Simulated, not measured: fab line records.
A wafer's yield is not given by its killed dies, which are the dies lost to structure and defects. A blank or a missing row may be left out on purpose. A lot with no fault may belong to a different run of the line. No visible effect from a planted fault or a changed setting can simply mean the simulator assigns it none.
fab line records	flow n5Finfet
record lots=5	wafers=11	lastDay=20
route steps=1938 shown BEOL_M4@1099 BEOL_M5@1112 BEOL_M14@1767 PASSIVATION@1936
lots that met no fault: from a run of the same line without faults
startH: hours from the record's opening day to when the first of the lot's shown wafers began	waitH: hours since the lot's step before	" as in the row above	L1.1+2: a row that stands for several wafers	- no value present, or no start provided	* or withheld: withheld	< > ~ a bound
route shown NAME@n: names a module that has steps shown in the file, with the first one's number in the route	usual: mean/standard deviation of fault-free wafers	same: alike in all rows	chamber/n: place in a boat	sites: the reading at each site	_std_site: the values' standard deviation	_edge_site: outer sites' mean less inner sites'	radiusMm: how far each site lies from the wafer's centre	mask NAME#n: copy n	behind: the most recent tool/chamber to have shaped the wafer	hold: reason for holding the lot/hours on hold/outcome of the hold	device: the n, p or np transistor that did not switch	end of line: tests run on the same wafers once the route is complete	where a step has no rows: the recipe by itself	killed: at the first sort, the dies lost to defects and structure; wafer yield is something else	map: a wafer's dies, marking killed ones x, the rest . and places with no die _
set.NAME: the run value of the setting; set.NAME@STEP: its run value at that earlier step	model.NAME: the simulator's own value behind a step, which no gauge read
lots at some steps of the route; a table a step, a row a wafer
services: a tool's chamber out of use, with start hour (startH, from the record's first day; less than 0 if before it), hours out, and reason
## steps
# step N5_BEOL_M4_ANNEAL_95
# recipe tempC=400	timeS=240	ambient=vacuum
# step N5_BEOL_M4_SPUTTER_96
# recipe material=Cu	targetThkA=45	tempC=-20	chamberPressurePa=0.07	powerW=withheld	timeS=8.29
# step N5_BEOL_M4_ECD_50
# recipe material=Cu	targetThkA=3000
# step N5_BEOL_M4_ANNEAL_51
# recipe tempC=225	timeS=90	ambient=N2
# step N5_BEOL_M4_CMP_52
# recipe stopOn=SiOC	tOverpolishS=6.8	downForcePsi=1	platenRpm=50	clearingPlatenDownForcePsi=1.5	clearingPlatenRpm=50	postCmpClean=cuAlkaline	targetThkNm=40	clearingPlatenPadVelocityMS=0.99484	padVelocityMS=0.99484
# step N5_BEOL_M4_PRE_CLEAN_60
# recipe gas=NH3/H2	timeS=15	tempC=*	rfPowerW=300
# step N5_BEOL_M4_CO_CAP_55
# recipe material=Co	targetThkA=20	tempC=200	precursor=CCTBA/H2	pressureTorr=30	timeS=102.1
# step N5_BEOL_M4_PRE_CLEAN_56
# recipe gas=NH3	timeS=15	tempC=withheld	rfPowerW=300
# step N5_BEOL_M4_DEP_57
# recipe material=SiCN	targetThkA=80	tempC=withheld	precursor=3MS/NH3	pressureTorr=3	rfW=202	timeS=14
# step N5_BEOL_M4_RC_MEAS_101
# usual DIBL_N=36.5/2.1	DIBL_P=36.6/2.6	IOFF_N=0.17/0.044	IOFF_P=0.21/0.048	ION_N=674/17	ION_P=462/9.5	SS_N=71.6/0.77	SS_P=73.5/0.72	VT_N=250/4.2	VT_P=-250/3.9
lot.wafer	tool	chamber	startH	waitH	DIBL_N[mV/V]	DIBL_P[mV/V]	IOFF_N[nA/um]	IOFF_P[nA/um]	ION_N[uA/um]	ION_P[uA/um]	SS_N[mV/dec]	SS_P[mV/dec]	VT_N[mV]	VT_P[mV]
L947.3	prober-01	0	276.03	0.3	38.7	40.4	0.24	0.26	685	466	71.9	74.7	247	-251
L947.5	"	0	"	"	34.3	34.4	0.13	0.17	661	453	71.3	72.4	255	-257
L947.6	"	0	"	"	34.7	35.8	0.15	0.19	678	462	70.9	73.5	250	-255
L949.3	prober-01	0	288.53	0.3	37.6	37.2	0.18	0.20	678	458	71.9	73.1	249	-251
L949.5	"	0	"	"	35.9	35.8	0.17	0.20	695	473	71.0	73.6	244	-250
L949.6	"	0	"	"	36.9	36.7	0.16	0.21	684	462	71.3	73.8	251	-253
L952.6	prober-01	0	321.51	1.3	35.5	35.6	0.15	0.20	659	454	71.7	73.6	252	-254
L958.5	prober-02	0	339.95	0.6	32.9	32.6	0.10	0.16	651	451	70.6	72.4	257	-253
L957.1	prober-02	0	345.98	0.0	38.3	40.5	0.25	0.38	690	478	72.9	74.8	242	-240
L957.3	"	0	"	"	35.2	33.6	0.15	0.20	658	449	72.6	72.4	251	-249
L957.6	"	0	"	"	37.8	39.6	0.23	0.31	710	485	72.4	74.4	244	-243
# step N5_BEOL_M5_ILD_DEP_00
# recipe material=SiCOH_lowk	targetThkA=1406.4	tempC=300	precursor=DEMS/porogen	pressureTorr=5	rfW=500	timeS=25.9
# step N5_BEOL_M5_CURE_79
# recipe tempC=385	timeS=240	ambient=He/Ar	material=SiCOH_lowk
# step N5_BEOL_M5_PECVD_70
# recipe material=SiO2	targetThkA=160	tempC=400	precursor=TEOS/O2	pressureTorr=5.5	rfW=450	teosFlowSccm=53.8	gas=O2	flowSccm=3000	timeS=18
# step N5_BEOL_M5_HM_DEP_02
# recipe material=TiN	targetThkA=200	tempC=25	chamberPressurePa=0.49996
# step N5_BEOL_M5_COAT_59
# recipe resist=SOC	tempC=250	timeS=60	spinRpm=1500	resistThkNm=60
# step N5_BEOL_M5_COAT_60
# recipe resist=SiARC	tempC=220	timeS=60	spinRpm=1500	resistThkNm=12
# step N5_BEOL_M5_COAT_71
# recipe resist=underlayer	tempC=205	timeS=60	spinRpm=1500	resistThkNm=5
# step N5_BEOL_M5_COAT_05
# recipe resist=CAR-EUV	spinRpm=1500	resistThkNm=30
# step N5_BEOL_M5_EBR_07
# recipe solvent=PGMEA	ebrWidthMm=1.5
# step N5_BEOL_M5_SOFTBAKE_06
# recipe tempC=110	timeS=60	resist=CAR-EUV
# step N5_BEOL_M5_EXPOSE_08
# recipe maskId=M5	na=0.33	sourceShape=annular	sigmaInner=0.4	sigmaOuter=0.8	polarization=unpolarized	targetCdNm=28	doseMj=35.75
# step N5_BEOL_M5_PEB_09
# recipe pebTempC=100	pebTimeS=60	resist=CAR-EUV
# step N5_BEOL_M5_DEVELOP_10
# recipe developTimeS=30	developer=TMAH	resist=CAR-EUV	rinseLiquid=surfactantRinse	dry=airSpin	devTempC=23
# step N5_BEOL_M5_DESCUM_16
# recipe chemistry=O2	timeS=7	sourcePowerW=50	biasPowerW=20	pressureMtorr=20	rfFrequencyHz=2.712e+07	tempC=40	resist=CAR-EUV	o2FlowSccm=225
# step N5_BEOL_M5_ETCH_72
# recipe chemistry=N2/H2	target=underlayer	targetDepthA=65	maskMaterial=CAR-EUV	timeS=5.2	ionEnergyEv=200	pressureMtorr=30	sourceW=840	biasW=150	n2FlowSccm=200	h2FlowSccm=200	ends=cleared
# step N5_BEOL_M5_ETCH_61
# recipe chemistry=CF4	target=SiARC	targetDepthA=156	maskMaterial=CAR-EUV	timeS=26	ionEnergyEv=80	pressureMtorr=40	sourceW=545	biasW=36	Ar_flow_sccm=100	cf4FlowSccm=100	ends=cleared
# step N5_BEOL_M5_ETCH_62
# recipe chemistry=N2/H2	target=SOC	targetDepthA=750	overetchA=150	maskMaterial=SiARC	tempC=40	timeS=112.5	ionEnergyEv=200	pressureMtorr=30	sourceW=840	biasW=150	n2FlowSccm=200	h2FlowSccm=200
# step N5_BEOL_M5_STRIP_63
# recipe chemistry=N2/H2	tempC=40	n2FlowSccm=200	h2FlowSccm=200	rfFrequencyHz=6e+07
# step N5_BEOL_M5_STRIP_73
# recipe chemistry=N2/H2	tempC=40	n2FlowSccm=200	h2FlowSccm=200	rfFrequencyHz=6e+07
# step N5_BEOL_M5_STRIP_64
# recipe chemistry=CF4	resist=SiARC	powerW=300	biasPowerW=75	pressureMtorr=50	cf4FlowSccm=150	rfFrequencyHz=6e+07
# step N5_BEOL_M5_HM_OPEN_17
# recipe chemistry=Cl2/BCl3	targetDepthA=200	overetchA=60	target=TiN	maskMaterial=SOC	ionEnergyEv=150	pressureMtorr=10	icpW=1000	biasW=126	Cl2_flow_sccm=53.25	bcl3FlowSccm=21.75	Ar_flow_sccm=25
# step N5_BEOL_M5_STRIP_19
# recipe chemistry=O2	powerW=400	tempC=40	pressureMtorr=30	rfFrequencyHz=6e+07	biasPowerW=0	overashFraction=0.2	o2FlowSccm=225
# step N5_BEOL_M5_COAT_65
# recipe resist=SOC	tempC=250	timeS=60	spinRpm=1500	resistThkNm=60
# step N5_BEOL_M5_COAT_66
# recipe resist=SiARC	tempC=220	timeS=60	spinRpm=1500	resistThkNm=12
# step N5_BEOL_M14_CMP_49
# recipe stopOn=SiO2	tOverpolishS=5.2	downForcePsi=2	platenRpm=80	clearingPlatenDownForcePsi=2	clearingPlatenRpm=80	postCmpClean=cuAlkaline	targetThkNm=560	clearingPlatenPadVelocityMS=1.5917	padVelocityMS=1.5917
# usual barrierFieldEndpointS=11.3/0.33	headPressurePsi=2.000/0.0043	motorCurrentA=8.2/0.85	overpolishRunS=5.200/0.0091	padLifeWafers=1047/640	timeToEndpointS=121/5.7
lot.wafer	tool	chamber	startH	waitH	barrierFieldEndpointS	headPressurePsi	motorCurrentA	overpolishRunS	padLifeWafers	timeToEndpointS
L947.3	cmp-02	0	360.14	0.2	11.2	1.998	10.3	5.194	798	120
L947.6	"	0	"	"	11.0	1.999	10.5	5.204	-	117
L947.5	"	1	"	"	11.5	2.007	7.7	5.219	-	127
L949.3	cmp-01	3	373.75	0.5	11.5	2.000	7.6	5.212	2145	125
L949.5	"	0	"	"	10.7	2.000	9.0	5.206	-	112
L949.6	"	1	"	"	10.5	1.997	6.9	5.192	-	108
L952.6	cmp-01	1	448.33	0.2	22.0	1.998	7.6	4.016	-	156
L958.5	cmp-01	1	455.47	0.2	22.6	2.004	7.2	3.391	-	156
L957.3	cmp-01	3	465.81	0.2	11.7	1.999	7.7	5.221	607	128
L957.1	"	1	"	"	22.2	2.006	7.2	3.805	609	158
L957.6	"	3	"	"	11.6	2.009	7.6	5.192	-	126
# step N5_BEOL_M14_THK_MEAS_50
# recipe thkMeasGauge=xrf	reads=Cu_of_BEOL_M14_ECD_47
# usual M14_THK=560/18
lot.wafer	tool	chamber	startH	waitH	M14_THK[nm]
L947.3	filmMetro-02	-	360.43	-	548
L947.5	"	-	"	"	549
L947.6	"	-	"	"	549
L949.3	filmMetro-02	-	373.93	-	571
L949.5	"	-	"	"	535
L949.6	"	-	"	"	570
L952.6	filmMetro-02	-	448.48	-	964
L958.5	filmMetro-02	-	455.62	-	1020
L957.1	filmMetro-01	-	466.06	-	1030
L957.3	"	-	"	"	565
L957.6	"	-	"	"	560
# step N5_PASSIVATION_PROBE_49
# usual defectLimitedYield=91.2/1.5	killed_at_M0_to_M3=36/10	killed_at_M4_up=14/5.2	killedAtContacts=12/6	killedAtFrontEnd=37/10	killedAtOther=4/3.3	killedDies=104/18	killedOnRim=14/4.1	killedOpen=68/14	killedShort=34/7.4	sort_bin_5_function=5.2/1	sort_bin_6_memory=3.3/0.7	sortNPass=1076/18	sortYieldPct=91.2/1.5
# same grossDies=1180	killedAtBackSide=0	sort_bin_4_leakage[%]=0	sort_bin_8_speed[%]=0
lot.wafer	tool	chamber	startH	waitH	defectLimitedYield[%]	killed_at_M0_to_M3	killed_at_M4_up	killedAtContacts	killedAtFrontEnd	killedAtOther	killedDies	killedOnRim	killedOpen	killedShort	sort_bin_5_function[%]	sort_bin_6_memory[%]	sortNPass	sortYieldPct[%]
L949.3	prober-01	-	401.30	0.1	90.5	30	15	14	48	5	112	12	76	35	5.0	4.1	1068	90.5
L949.5	prober-01	-	401.40	0.2	90.7	30	15	15	41	9	110	15	71	35	5.6	3.5	1070	90.7
L949.6	prober-01	-	401.45	0.3	91.8	36	13	17	25	6	97	12	67	29	3.7	4.1	1083	91.8
L952.6	prober-01	-	470.59	0.3	0	35	1087	16	38	4	1180	152	81	34	19.6	3.4	0	0
L958.5	prober-01	-	481.99	0.2	0	16	1120	10	31	3	1180	152	51	24	11.0	1.8	0	0
L957.1	prober-02	-	488.66	0.0	0	42	1073	25	28	12	1180	152	82	32	5.4	3.9	0	0
L957.3	prober-02	-	488.76	0.1	92.6	35	7	27	16	2	87	9	65	21	4.9	2.2	1093	92.6
L957.6	prober-02	-	488.91	0.3	88.9	55	11	9	43	13	131	20	74	47	6.5	4.4	1049	88.9
# killed by level:class
L949.3 BEOL_M0_SAQP:geometricParticle:open=15 MOL_CONTACT_COAG:geometricParticle:open=12 FIN_SAQP:geometricParticle:open=11 FIN_SAQP:geometricParticle:short=11 BEOL_M4:geometricParticle:open=8 STI_FIN_REVEAL:geometricParticle:open=8 BEOL_M0_SAQP:geometricParticle:short=8 GATE_CUT:geometricParticle:short=4
L949.5 MOL_CONTACT_COAG:geometricParticle:open=12 STI_FIN_REVEAL:geometricParticle:open=10 BEOL_M0_SAQP:geometricParticle:short=9 FIN_SAQP:geometricParticle:open=8 BEOL_M0_SAQP:geometricParticle:open=8 FIN_SAQP:geometricParticle:short=5 STI_FIN_REVEAL:geometricParticle:short=5 BEOL_M3:geometricParticle:open=5
L949.6 MOL_CONTACT_COAG:geometricParticle:open=16 BEOL_M0_SAQP:geometricParticle:short=12 BEOL_M0_SAQP:geometricParticle:open=12 BEOL_M4:geometricParticle:open=9 BEOL_M3:geometricParticle:open=8 GATE_CUT:geometricParticle:short=4 STI_FIN_REVEAL:geometricParticle:open=3 STARTING-WAFER:geometricParticle:short=3
L952.6 BEOL_M14:areaCmp=719 BEOL_M12:overlay=346 MOL_CONTACT_COAG:geometricParticle:open=15 FIN_SAQP:geometricParticle:open=10 BEOL_M0_SAQP:geometricParticle:open=9 BEOL_M5:geometricParticle:open=8 BEOL_M0_SAQP:geometricParticle:short=6 BEOL_M1:geometricParticle:open=6
L958.5 BEOL_M14:areaCmp=950 BEOL_M12:overlay=155 MOL_CONTACT_COAG:geometricParticle:open=8 STI_FIN_REVEAL:geometricParticle:open=5 BEOL_M3:geometricParticle:open=5 FIN_SAQP:geometricParticle:short=4 DUMMY_GATE:geometricParticle:open=4 BEOL_M0_SAQP:geometricParticle:open=4
L957.1 BEOL_M14:areaCmp=1065 MOL_CONTACT_COAG:geometricParticle:open=25 FIN_SAQP:geometricParticle:open=11 BEOL_M0_SAQP:geometricParticle:short=11 BEOL_M2:geometricParticle:open=9 BEOL_M0_SAQP:geometricParticle:open=8 BEOL_M3:geometricParticle:open=6 STI_FIN_REVEAL:geometricParticle:open=4
L957.3 MOL_CONTACT_COAG:geometricParticle:open=22 BEOL_M2:geometricParticle:open=7 FIN_SAQP:geometricParticle:open=6 BEOL_M1:geometricParticle:open=6 BEOL_M0_SAQP:geometricParticle:open=6 STI_FIN_REVEAL:geometricParticle:open=5 MOL_CONTACT_COAG:geometricParticle:short=5 BEOL_M0_SAQP:geometricParticle:short=5
L957.6 BEOL_M0_SAQP:geometricParticle:open=16 BEOL_M0_SAQP:geometricParticle:short=15 FIN_SAQP:geometricParticle:short=14 FIN_SAQP:geometricParticle:open=12 PASSIVATION:areaEtch=8 DUMMY_GATE:geometricParticle:open=6 MOL_CONTACT_COAG:geometricParticle:open=6 BEOL_M3:geometricParticle:open=6
# map L952.6 (x killed, . not)
_________________xxxxxxxxxxxx________________
______________xxxxxxxxxxxxxxxxxx_____________
___________xxxxxxxxxxxxxxxxxxxxxxxx__________
__________xxxxxxxxxxxxxxxxxxxxxxxxxx_________
________xxxxxxxxxxxxxxxxxxxxxxxxxxxxxx_______
_______xxxxxxxxxxxxxxxxxxxxxxxxxxxxxxxx______
______xxxxxxxxxxxxxxxxxxxxxxxxxxxxxxxxxx_____
_____xxxxxxxxxxxxxxxxxxxxxxxxxxxxxxxxxxxx____
____xxxxxxxxxxxxxxxxxxxxxxxxxxxxxxxxxxxxxx___
___xxxxxxxxxxxxxxxxxxxxxxxxxxxxxxxxxxxxxxxx__
___xxxxxxxxxxxxxxxxxxxxxxxxxxxxxxxxxxxxxxxx__
__xxxxxxxxxxxxxxxxxxxxxxxxxxxxxxxxxxxxxxxxxx_
__xxxxxxxxxxxxxxxxxxxxxxxxxxxxxxxxxxxxxxxxxx_
_xxxxxxxxxxxxxxxxxxxxxxxxxxxxxxxxxxxxxxxxxxxx
_xxxxxxxxxxxxxxxxxxxxxxxxxxxxxxxxxxxxxxxxxxxx
_xxxxxxxxxxxxxxxxxxxxxxxxxxxxxxxxxxxxxxxxxxxx
_xxxxxxxxxxxxxxxxxxxxxxxxxxxxxxxxxxxxxxxxxxxx
_xxxxxxxxxxxxxxxxxxxxxxxxxxxxxxxxxxxxxxxxxxxx
_xxxxxxxxxxxxxxxxxxxxxxxxxxxxxxxxxxxxxxxxxxxx
_xxxxxxxxxxxxxxxxxxxxxxxxxxxxxxxxxxxxxxxxxxxx
_xxxxxxxxxxxxxxxxxxxxxxxxxxxxxxxxxxxxxxxxxxxx
__xxxxxxxxxxxxxxxxxxxxxxxxxxxxxxxxxxxxxxxxxx_
__xxxxxxxxxxxxxxxxxxxxxxxxxxxxxxxxxxxxxxxxxx_
___xxxxxxxxxxxxxxxxxxxxxxxxxxxxxxxxxxxxxxxx__
___xxxxxxxxxxxxxxxxxxxxxxxxxxxxxxxxxxxxxxxx__
____xxxxxxxxxxxxxxxxxxxxxxxxxxxxxxxxxxxxxx___
_____xxxxxxxxxxxxxxxxxxxxxxxxxxxxxxxxxxxx____
______xxxxxxxxxxxxxxxxxxxxxxxxxxxxxxxxxx_____
_______xxxxxxxxxxxxxxxxxxxxxxxxxxxxxxxx______
________xxxxxxxxxxxxxxxxxxxxxxxxxxxxxx_______
__________xxxxxxxxxxxxxxxxxxxxxxxxxx_________
___________xxxxxxxxxxxxxxxxxxxxxxxx__________
______________xxxxxxxxxxxxxxxxxx_____________
_________________xxxxxxxxxxxx________________
# map L957.1 (x killed, . not)
_________________xxxxxxxxxxxx________________
______________xxxxxxxxxxxxxxxxxx_____________
___________xxxxxxxxxxxxxxxxxxxxxxxx__________
__________xxxxxxxxxxxxxxxxxxxxxxxxxx_________
________xxxxxxxxxxxxxxxxxxxxxxxxxxxxxx_______
_______xxxxxxxxxxxxxxxxxxxxxxxxxxxxxxxx______
______xxxxxxxxxxxxxxxxxxxxxxxxxxxxxxxxxx_____
_____xxxxxxxxxxxxxxxxxxxxxxxxxxxxxxxxxxxx____
____xxxxxxxxxxxxxxxxxxxxxxxxxxxxxxxxxxxxxx___
___xxxxxxxxxxxxxxxxxxxxxxxxxxxxxxxxxxxxxxxx__
___xxxxxxxxxxxxxxxxxxxxxxxxxxxxxxxxxxxxxxxx__
__xxxxxxxxxxxxxxxxxxxxxxxxxxxxxxxxxxxxxxxxxx_
__xxxxxxxxxxxxxxxxxxxxxxxxxxxxxxxxxxxxxxxxxx_
_xxxxxxxxxxxxxxxxxxxxxxxxxxxxxxxxxxxxxxxxxxxx
_xxxxxxxxxxxxxxxxxxxxxxxxxxxxxxxxxxxxxxxxxxxx
_xxxxxxxxxxxxxxxxxxxxxxxxxxxxxxxxxxxxxxxxxxxx
_xxxxxxxxxxxxxxxxxxxxxxxxxxxxxxxxxxxxxxxxxxxx
_xxxxxxxxxxxxxxxxxxxxxxxxxxxxxxxxxxxxxxxxxxxx
_xxxxxxxxxxxxxxxxxxxxxxxxxxxxxxxxxxxxxxxxxxxx
_xxxxxxxxxxxxxxxxxxxxxxxxxxxxxxxxxxxxxxxxxxxx
_xxxxxxxxxxxxxxxxxxxxxxxxxxxxxxxxxxxxxxxxxxxx
__xxxxxxxxxxxxxxxxxxxxxxxxxxxxxxxxxxxxxxxxxx_
__xxxxxxxxxxxxxxxxxxxxxxxxxxxxxxxxxxxxxxxxxx_
___xxxxxxxxxxxxxxxxxxxxxxxxxxxxxxxxxxxxxxxx__
___xxxxxxxxxxxxxxxxxxxxxxxxxxxxxxxxxxxxxxxx__
____xxxxxxxxxxxxxxxxxxxxxxxxxxxxxxxxxxxxxx___
_____xxxxxxxxxxxxxxxxxxxxxxxxxxxxxxxxxxxx____
______xxxxxxxxxxxxxxxxxxxxxxxxxxxxxxxxxx_____
_______xxxxxxxxxxxxxxxxxxxxxxxxxxxxxxxx______
________xxxxxxxxxxxxxxxxxxxxxxxxxxxxxx_______
__________xxxxxxxxxxxxxxxxxxxxxxxxxx_________
___________xxxxxxxxxxxxxxxxxxxxxxxx__________
______________xxxxxxxxxxxxxxxxxx_____________
_________________xxxxxxxxxxxx________________
## services
tool	chamber	startH	hours	kind
cmp-02	-	359.12	1.0	repair
cmp-02	-	367.04	9.2	repair
cmp-01	-	375.79	4.0	pm
cmp-01	-	379.79	-	consumableReplace:conditioner
cmp-01	-	379.79	-	consumableReplace:pad
cmp-02	-	417.21	9.6	repair
## key
firstSign step=N5_BEOL_M14_CMP_49	reading=overpolishRunS	direction=down	sigmas=99+	usual=5.200	struck=3.737
effect step=N5_BEOL_M14_CMP_49	reading=barrierFieldEndpointS	direction=up	sigmas=33	usual=11.3	struck=22.3
effect step=N5_BEOL_M14_THK_MEAS_50	reading=M14_THK	direction=up	sigmas=24	usual=560	struck=1005
effect step=N5_PASSIVATION_PROBE_49	reading=killed_at_M4_up	direction=up	sigmas=99+	usual=14	struck=1093
moreKillsBornAt N5_BEOL_M14_CMP_49@cmp-01=2734
metAt N5_BEOL_M14_CMP_49
struckWafers L952.6,L957.1,L958.5
laterRowsLeftOut L952.6,L957.1,L958.5
onsetBetween 373.75 448.33
earlierFault kind=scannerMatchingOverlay	tool=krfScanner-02	chamber=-	onsetH=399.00	steps=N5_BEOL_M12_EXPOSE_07	offset=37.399
fault kind=processParameterDrift	tool=cmp-01	chamber=1	onsetH=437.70	steps=N5_BEOL_M14_CMP_49	channel=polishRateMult	offset=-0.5	shape=step
# laterRowsLeftOut: the simulator's readings of these wafers behind a module that went badly wrong aren't trusted and aren't shown, but for the sort
